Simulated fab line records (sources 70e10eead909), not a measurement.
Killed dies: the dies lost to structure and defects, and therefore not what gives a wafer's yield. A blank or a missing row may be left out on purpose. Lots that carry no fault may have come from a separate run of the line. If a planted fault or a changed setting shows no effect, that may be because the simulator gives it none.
Matching of chambers ; flow nandHarc ; NHARC_P_M1_PRE_CLEAN_32 on pecvd-04: 3 sister chambers
The step time 12 s. 3 wafers are shown with their chamber, then 10 later ones without.

## WAFERS WITH THEIR CHAMBER
wafer;chamber;heaterPowerW (W)
L082.4;1;576
L084.1;2;539
L083.5;0;556

## WAFERS WITH NO CHAMBER GIVEN
wafer;heaterPowerW (W)
L083.6;611
L092.2;611
L092.5;619
L092.6;594
L094.1;612
L094.5;589
L094.6;601
L095.1;664
L095.2;556
L095.6;557

## WHICH CHAMBER EACH WENT THROUGH
wafer;from the rows above;in truth
L083.6;can't be placed: 1 or 0 or 2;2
L092.2;can't be placed: 1 or 0 or 2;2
L092.5;can't be placed: 1 or 0 or 2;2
L092.6;can't be placed: 1 or 0 or 2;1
L094.1;can't be placed: 1 or 0 or 2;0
L094.5;can't be placed: 1 or 0 or 2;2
L094.6;can't be placed: 1 or 0 or 2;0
L095.1;can't be placed: 1 or 0 or 2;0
L095.2;can't be placed: 0 or 2 or 1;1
L095.6;can't be placed: 0 or 2 or 1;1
Correct placement for 0 of the 10. From these rows, 10 cannot be placed; in 10 the true chamber is one of the candidates. Placed wrongly: 0.
How it was worked out, from the rows above alone: a wafer's distance from a chamber is the root of the sum, over the readings, of the square of ((its reading less the chamber's mean) divided by the reading's scatter). If the next closest chamber is less than 2 further off than the closest, the wafer can't be placed; otherwise it belongs to the closest. The mean given for a chamber averages the wafers shown for that chamber. The scatter (one wafer shown for each chamber): square how far every hidden wafer sits from the nearest shown wafer, average those squares and take the square root.
